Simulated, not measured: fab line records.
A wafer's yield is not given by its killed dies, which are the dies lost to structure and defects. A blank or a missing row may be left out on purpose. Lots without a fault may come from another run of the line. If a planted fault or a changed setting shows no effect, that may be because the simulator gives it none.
What tool caused it?	flow n5 finfet	14 lots with 40 wafers sampled at 4 steps, on a route of 1938 steps

== WHAT THE GAUGES READ, wafer by wafer ==
N5_BEOL_M15_RC_MEAS_101.
lot	measured	on	COMB_M10 (S/m)	COMB_M11 (S/m)	COMB_M12 (S/m)	COMB_M13 (S/m)	COMB_M14 (S/m)	COMB_M15 (S/m)	COMB_M5 (S/m)	COMB_M6 (S/m)	COMB_M7 (S/m)	COMB_M8 (S/m)	COMB_M9 (S/m)	SERP_M10 (ohm/um)	SERP_M11 (ohm/um)	SERP_M12 (ohm/um)	SERP_M12_max_site (ohm/um)	SERP_M13 (ohm/um)	SERP_M14 (ohm/um)	SERP_M14_max_site (ohm/um)	SERP_M5 (ohm/um)	SERP_M6 (ohm/um)	SERP_M7 (ohm/um)	SERP_M8 (ohm/um)	SERP_M8_max_site (ohm/um)	SERP_M9 (ohm/um)
L349	day 10 23:56	prober-02	1.9e-11 1.5e-11 1e-11	1.37e-11 1.6e-11 1.29e-11	9.3e-12 7.6e-12 6.9e-12	7.2e-12 6.3e-12 6.1e-12	4.8e-12 4.3e-12 5.6e-12	3.9e-12 3.8e-12 3.3e-12	3.6e-11 4.3e-11 3.6e-11	2.4e-11 2.5e-11 2.4e-11	2.6e-11 3e-11 2.8e-11	3.7e-11 1.9e-11 2e-11	1.69e-11 1.48e-11 1.75e-11	3.03 2.94 3.08	3.15 3.11 3.11	0.589 0.614 0.644	0.594 0.628 0.662	0.304 0.310 0.310	0.170 0.173 0.151	0.172 0.175 0.153	44.0 39.9 40.5	14.0 13.7 13.4	14.0 14.2 14.0	13.8 13.8 13.6	15.0 14.5 14.6	3.17 3.10 3.03
L351	day 11 17:53	prober-01	1.2e-11 1.1e-11 1.2e-11	1.29e-11 1.09e-11 1.05e-11	4.4e-12 7.4e-12 4.1e-12	5.5e-12 5.5e-12 4e-12	2.4e-12 2.9e-12 2e-12	1.8e-12 2e-12 2.4e-12	2.8e-11 2.7e-11 3e-11	2.3e-11 1.8e-11 2.6e-11	3.3e-11 2.4e-11 3.1e-11	2.5e-11 2.5e-11 1.8e-11	1.54e-11 1.82e-11 9.9e-12	3.12 2.77 2.86	3.04 3.26 3.12	0.648 0.676 0.650	0.660 0.690 0.665	0.306 0.311 0.307	0.152 0.154 0.164	0.154 0.155 0.166	39.3 41.2 39.7	13.6 14.4 13.1	14.3 14.5 13.3	14.8 13.6 14.1	15.8 14.2 14.5	3.19 3.03 3.16
L352	day 12 08:46	prober-01	1.7e-11 1.2e-11 1.6e-11	1.48e-11 1.34e-11 1.3e-11	6e-12 6.8e-12 4.9e-12	4.8e-12 4e-12 5.4e-12	4.6e-12 4.4e-12 2.6e-12	2.1e-12 1.7e-12 2.1e-12	4.2e-11 3e-11 3e-11	2.9e-11 2.7e-11 3.9e-11	2.4e-11 2.2e-11 1.6e-11	2.5e-11 2.2e-11 2.2e-11	1.82e-11 1.45e-11 1.82e-11	3.11 2.93 3.08	3.08 3.26 3.01	0.644 0.623 0.642	0.663 0.634 0.647	0.313 0.308 0.310	0.151 0.149 0.153	0.153 0.150 0.156	35.7 39.4 40.1	12.9 14.8 13.1	13.6 14.6 14.2	14.1 14.6 14.2	15.2 15.1 14.6	3.06 2.95 3.07
L353	day 12 18:26	prober-02	1.5e-11 1.5e-11 1.3e-11	1.67e-11 1.66e-11 1.63e-11	8.3e-12 8.6e-12 6.9e-12	5.5e-12 4.8e-12 6.5e-12	6.8e-12 4.7e-12 3.9e-12	3.4e-12 3.4e-12 3.4e-12	3.2e-11 3.2e-11 3e-11	2.4e-11 3e-11 2.6e-11	2.6e-11 2e-11 2.6e-11	2.4e-11 2.2e-11 2.6e-11	1.65e-11 1.74e-11 1.17e-11	3.13 2.82 3.06	3.14 3.24 3.14	0.643 0.646 0.600	0.653 0.675 0.615	0.314 0.315 0.324	0.157 0.161 0.167	0.158 0.162 0.169	40.4 39.3 38.3	13.0 13.7 14.1	12.7 13.4 13.5	12.8 14.1 13.5	13.1 15.4 13.7	2.97 3.12 3.06
L354	day 12 19:16	prober-01	1.6e-11 1.4e-11 1.3e-11	1.23e-11 1.78e-11 8.7e-12	6.3e-12 6e-12 5.1e-12	4.9e-12 4.9e-12 3.5e-12	2.2e-12 3.6e-12 4.6e-12	1.8e-12 3e-12 2.6e-12	2.1e-11 2.9e-11 3.5e-11	2.7e-11 2.6e-11 2.4e-11	2.5e-11 3.1e-11 2e-11	2.8e-11 2.7e-11 2.1e-11	1.55e-11 1.09e-11 1.32e-11	2.93 2.84 3.09	3.05 3.24 3.11	0.633 0.642 0.639	0.642 0.649 0.648	0.310 0.311 0.312	0.158 0.171 0.172	0.160 0.173 0.174	39.3 40.5 38.6	14.5 13.5 12.5	14.5 15.1 13.1	13.3 14.1 14.3	14.0 14.4 14.8	3.09 3.20 3.12
L355	day 13 03:22	prober-01	1.1e-11 1.2e-11 1.3e-11	1.72e-11 1.73e-11 1.95e-11	4.6e-12 6.6e-12 5.8e-12	3.4e-12 4.6e-12 4.6e-12	3.1e-12 2.8e-12 3.5e-12	2.9e-12 3e-12 3.4e-12	3.8e-11 4.2e-11 2.8e-11	2.4e-11 3e-11 2.3e-11	1.8e-11 2.9e-11 2.2e-11	3e-11 3e-11 1.9e-11	1.55e-11 1.28e-11 1.67e-11	2.90 3.16 2.98	2.91 2.98 3.08	0.594 0.646 0.607	0.612 0.673 0.620	0.305 0.304 0.305	0.151 0.149 0.161	0.154 0.150 0.162	42.2 38.7 41.2	13.7 13.8 13.3	14.2 15.3 13.9	13.1 13.3 13.3	14.0 14.1 14.2	3.23 3.09 3.09
L359	day 13 20:33	prober-02	1.8e-11 1.6e-11	1.41e-11 1.2e-11	6.7e-12 7e-12	6.3e-12 6.7e-12	4.2e-12 4e-12	4.8e-12 3.4e-12	5.5e-11 3.9e-11	2.8e-11 3.6e-11	2e-11 2.8e-11	3.1e-11 3e-11	1.36e-11 1.38e-11	2.92 2.96	3.11 3.16	0.646 ~1538.5	0.655 ~1538.5	0.323 0.302	0.172 0.157	0.176 0.159	36.1 38.3	16.0 13.7	14.2 13.4	15.4 13.4	16.0 14.0	2.97 3.19
L362	day 15 06:19	prober-01	1.6e-11 1.4e-11	1.98e-11 1.25e-11	6.8e-12 6.6e-12	3.8e-12 3.3e-12	2.8e-12 3e-12	2.1e-12 2e-12	3.9e-11 3.2e-11	2.2e-11 2.6e-11	2.4e-11 2.6e-11	2.8e-11 2.8e-11	1.68e-11 1.63e-11	2.95 2.90	2.98 3.10	0.628 0.623	0.647 ~1538.5	0.310 0.319	0.158 0.161	0.160 0.162	42.2 41.1	12.9 12.9	14.9 14.1	14.1 12.4	15.4 12.6	3.18 3.13
L366	day 15 21:44	prober-02	1.3e-11 1.3e-11 1.3e-11	1.5e-11 1.27e-11 1.33e-11	6.2e-12 1.04e-11 8.3e-12	6.2e-12 5.4e-12 4.9e-12	5e-12 4e-12 5.7e-12	3e-12 3.6e-12 3.4e-12	2.7e-11 3.4e-11 2.6e-11	2.5e-11 2.4e-11 2.1e-11	2.6e-11 2.9e-11 4e-11	2.1e-11 2.7e-11 2.7e-11	1.46e-11 1.19e-11 1.33e-11	2.90 3.02 3.09	3.27 3.00 3.13	0.631 0.630 0.627	0.652 0.646 0.651	0.303 0.322 0.299	0.157 0.163 0.163	0.159 0.165 0.164	37.6 37.7 38.1	13.7 12.8 13.1	14.3 12.9 14.5	13.8 14.3 14.2	14.2 14.9 15.2	2.99 2.91 2.99
L368	day 16 08:53	prober-01	1.5e-11 1.4e-11 1.3e-11	1.11e-11 1.23e-11 1.1e-11	6.5e-12 5.7e-12 5.8e-12	5.6e-12 7.8e-12 4.5e-12	2.6e-12 3.5e-12 2.4e-12	2.4e-12 2.7e-12 3e-12	2.9e-11 4.2e-11 3.3e-11	2.6e-11 3e-11 2.6e-11	1.9e-11 3e-11 2.8e-11	2.1e-11 2.8e-11 2.5e-11	1.35e-11 1.29e-11 1.53e-11	3.00 2.82 2.98	2.95 3.09 3.04	0.637 0.638 0.618	0.649 0.656 0.638	0.315 0.322 0.312	0.159 0.165 0.158	0.161 0.167 0.160	37.6 36.4 41.2	13.7 13.0 13.8	15.1 14.4 14.4	13.3 14.5 13.9	13.7 15.0 14.8	3.06 3.26 3.10
L369	day 16 15:39	prober-01	1.8e-11 1.5e-11 1.1e-11	1.4e-11 1.02e-11 1.73e-11	7.2e-12 6.2e-12 6.7e-12	3.1e-12 3.2e-12 4.9e-12	3.6e-12 3.3e-12 3.5e-12	1.9e-12 2.6e-12 2.8e-12	4.1e-11 3.1e-11 3.7e-11	2.9e-11 3e-11 3.1e-11	1.8e-11 2.5e-11 2.2e-11	1.6e-11 3.4e-11 2.3e-11	1.59e-11 1e-11 1.43e-11	3.06 2.96 2.86	3.27 3.14 3.28	0.665 0.644 0.653	0.683 0.656 0.672	0.305 0.312 0.310	0.162 0.154 0.158	0.164 0.155 0.161	39.8 38.6 38.9	14.0 13.2 13.3	14.1 15.0 12.7	14.8 13.5 13.6	15.5 14.0 13.9	3.18 3.13 3.02
L370	day 16 19:46	prober-02	1.8e-11 2.5e-11 1.6e-11	1.65e-11 2.02e-11 1.33e-11	9.3e-12 1.19e-11 8.8e-12	4.6e-12 5.9e-12 6.2e-12	4.5e-12 4.6e-12 4.2e-12	3.9e-12 3.5e-12 3.7e-12	5.9e-11 3.9e-11 4.1e-11	2.2e-11 2.4e-11 3.1e-11	1.8e-11 2.2e-11 1.7e-11	2.3e-11 2.6e-11 2.5e-11	1.73e-11 1.6e-11 2.07e-11	3.01 2.93 2.89	3.15 3.01 3.03	0.613 0.641 0.626	0.618 0.649 0.635	0.310 0.307 0.313	0.159 0.157 0.160	0.160 0.158 0.162	42.7 40.8 43.8	14.1 12.0 13.8	14.3 13.4 15.0	13.1 14.2 14.1	13.9 14.9 15.0	3.11 3.09 3.04
L371	day 17 04:56	prober-02	1.7e-11 1.2e-11 1.7e-11	1.44e-11 1.68e-11 1.72e-11	8.6e-12 7.9e-12 8.2e-12	5.8e-12 6.9e-12 6.2e-12	4.4e-12 4.9e-12 4.2e-12	4e-12 3.8e-12 3.6e-12	5.8e-11 3.9e-11 3.9e-11	2.8e-11 2.6e-11 2.7e-11	3.8e-11 3.5e-11 3.6e-11	2.3e-11 2.5e-11 2.6e-11	1.48e-11 1.24e-11 1.11e-11	2.97 2.86 2.87	3.05 3.06 3.12	0.640 0.641 0.618	0.648 0.652 0.635	0.326 0.308 0.322	0.161 0.159 0.162	0.162 0.160 0.165	40.2 40.1 38.7	14.4 13.8 14.1	13.8 13.8 13.9	14.1 13.7 13.0	14.6 14.0 13.5	3.08 2.97 3.18
L372	day 17 17:37	prober-01	1.6e-11 1.2e-11 1.1e-11	1.02e-11 1.11e-11 1.11e-11	4.8e-12 6.4e-12 8.9e-12	3.1e-12 4.9e-12 4.4e-12	4e-12 2.1e-12 3.1e-12	1.7e-12 2.3e-12 1.5e-12	3.6e-11 3.8e-11 3.5e-11	2.2e-11 2.1e-11 2.8e-11	2.9e-11 2.1e-11 2.9e-11	3.6e-11 2.3e-11 2.3e-11	1.6e-11 9.8e-12 1.23e-11	3.07 3.11 3.07	3.27 3.11 3.18	0.610 0.626 0.637	0.616 0.650 0.648	0.311 0.308 0.324	0.151 0.161 0.153	0.152 0.162 0.155	41.0 42.4 38.1	13.3 13.3 14.3	14.4 14.9 13.9	14.3 14.5 13.5	14.9 15.0 14.0	2.98 3.19 3.09

== WHICH TOOL RAN EACH LOT (tool, then ch and the chambers of the sampled wafers, then the start) ==
lot	N5_BEOL_M12_SPUTTER_45	N5_BEOL_M15_STRIP_36	N5_BEOL_M15_SPUTTER_45
L349	pvd sputter-01, day 10 04:59	rie diel-05 ch 1,2,3, day 10 21:59	pvd sputter-01, day 10 22:47
L351	pvd sputter-01, day 11 01:21	rie diel-06 ch 2,3, day 11 15:17	pvd sputter-01, day 11 15:59
L352	pvd sputter-01, day 11 08:22	rie diel-05 ch 0,1,3, day 12 06:54	pvd sputter-02, day 12 07:31
L353	pvd sputter-03, day 11 16:16	rie diel-05 ch 0,2, day 12 15:56	pvd sputter-03, day 12 16:53
L354	pvd sputter-02, day 11 23:43	rie diel-02 ch 0,1, day 12 17:27	pvd sputter-01, day 12 18:07
L355	pvd sputter-03, day 12 02:25	rie diel-06 ch 0,1,3, day 13 00:55	pvd sputter-01, day 13 01:31
L359	pvd sputter-03, day 13 00:47	rie diel-05 ch 1,2, day 13 16:42	pvd sputter-01, day 13 17:28
L362	pvd sputter-03, day 14 02:48	rie diel-02 ch 1,3, day 15 03:19	pvd sputter-01, day 15 04:08
L366	pvd sputter-01, day 14 21:39	rie diel-06 ch 2,3, day 15 18:32	pvd sputter-01, day 15 19:22
L368	pvd sputter-02, day 15 11:47	rie diel-06 ch 2,3, day 16 06:26	pvd sputter-03, day 16 07:45
L369	pvd sputter-01, day 15 19:44	rie diel-02 ch 1,3, day 16 13:42	pvd sputter-02, day 16 14:20
L370	pvd sputter-01, day 15 23:21	rie diel-05 ch 1,3, day 16 17:46	pvd sputter-01, day 16 18:38
L371	pvd sputter-02, day 16 08:22	rie diel-06 ch 1,3, day 17 02:53	pvd sputter-02, day 17 03:37
L372	pvd sputter-01, day 16 14:17	rie diel-05 ch 0,1,2, day 17 15:02	pvd sputter-03, day 17 15:55
- N5_BEOL_M12_SPUTTER_45: material Cu, target thk 80 nm, time 13.33 s.
- N5_BEOL_M15_STRIP_36: strips in O2.
- N5_BEOL_M15_SPUTTER_45: material Cu, target thk 100 nm, time 16.67 s.

== WHAT THE TOOLS THEMSELVES READ (means of the sampled wafers that have a number; where no wafer has one, the mark that the record gives instead) ==
N5_BEOL_M12_SPUTTER_45.
lot	tool	substrate temp c (C)	throttle valve pct (%)
L349	pvd sputter-01	-19.89	29.8
L351	pvd sputter-01	-20.06	30.3
L352	pvd sputter-01	-19.99	29.4
L353	pvd sputter-03	-20.04	29.8
L354	pvd sputter-02	-19.96	29.6
L355	pvd sputter-03	-20.02	30.1
L359	pvd sputter-03	-19.92	29.6
L362	pvd sputter-03	-19.89	30.6
L366	pvd sputter-01	-20.12	29.9
L368	pvd sputter-02	-19.92	29.7
L369	pvd sputter-01	-20.09	30.2
L370	pvd sputter-01	-19.91	30.1
L371	pvd sputter-02	-20.07	29.0
L372	pvd sputter-01	-20.08	30.4

N5_BEOL_M15_STRIP_36.
lot	tool	drypump motor current A (A)	oes product au (a.u.)	rf vpp V (V)	showerhead plenum p Torr (Torr)	temp c (C)	throttle valve pct (%)
L349	rie diel-05	5.4	0.83	3.6	2.16	60.06	16.59
L351	rie diel-06	5.6	0.79	3.6	2.13	59.97	16.60
L352	rie diel-05	5.7	0.81	3.5	2.13	59.91	16.65
L353	rie diel-05	5.4	0.80	3.6	2.18	60.00	16.57
L354	rie diel-02	5.3	0.73	4.4	2.05	60.03	16.64
L355	rie diel-06	5.4	0.86	5.2	2.03	60.00	16.36
L359	rie diel-05	5.4	0.81	3.5	2.17	59.88	16.66
L362	rie diel-02	5.8	0.73	4.2	2.07	60.21	16.54
L366	rie diel-06	5.6	0.77	4.3	2.11	59.87	16.66
L368	rie diel-06	5.7	0.76	3.6	2.01	59.75	16.54
L369	rie diel-02	5.8	0.72	3.5	2.03	60.06	16.52
L370	rie diel-05	5.4	0.78	4.0	2.12	59.92	16.72
L371	rie diel-06	5.1	0.81	2.9	2.00	60.06	16.43
L372	rie diel-05	5.7	0.78	2.6	2.14	59.97	16.70

N5_BEOL_M15_SPUTTER_45.
lot	tool	substrate temp c (C)	throttle valve pct (%)
L349	pvd sputter-01	-20.02	29.7
L351	pvd sputter-01	-19.92	30.3
L352	pvd sputter-02	-19.89	30.3
L353	pvd sputter-03	-20.00	30.0
L354	pvd sputter-01	-20.01	29.9
L355	pvd sputter-01	-19.99	29.8
L359	pvd sputter-01	-20.00	30.5
L362	pvd sputter-01	-20.12	30.2
L366	pvd sputter-01	-19.93	29.6
L368	pvd sputter-03	-20.02	29.1
L369	pvd sputter-02	-20.04	29.8
L370	pvd sputter-01	-20.01	29.7
L371	pvd sputter-02	-20.15	29.4
L372	pvd sputter-03	-19.93	29.3

== THE ANSWER, worked out from the rows above alone ==
Rule: usual is defined by the lots themselves. The widest of any qualifying gaps counts: lots, ordered by their means at a reading, are off when they make up no more than a third of the lots, leave a main group of 4 or more, and stand apart from it by 3 or more times the standard deviation of that group's means. A main group is skipped when, at the precision printed for the reading in the tables above, its means are all equal. A lot without any number at a reading at which 4 lots or more have one is off too. All remaining lots with rows at the step are treated as sound. First the gauges in route order, then the tools' own readings, where a lot's mean is used as printed above. The first step at which some lot is off is used, and at that step the reading that is off furthest; a lot without a number counts as furthest.
None of the lots is off at any reading shown; this tells nothing.

== WHAT HAD BEEN PUT IN BY THE SIMULATOR ==
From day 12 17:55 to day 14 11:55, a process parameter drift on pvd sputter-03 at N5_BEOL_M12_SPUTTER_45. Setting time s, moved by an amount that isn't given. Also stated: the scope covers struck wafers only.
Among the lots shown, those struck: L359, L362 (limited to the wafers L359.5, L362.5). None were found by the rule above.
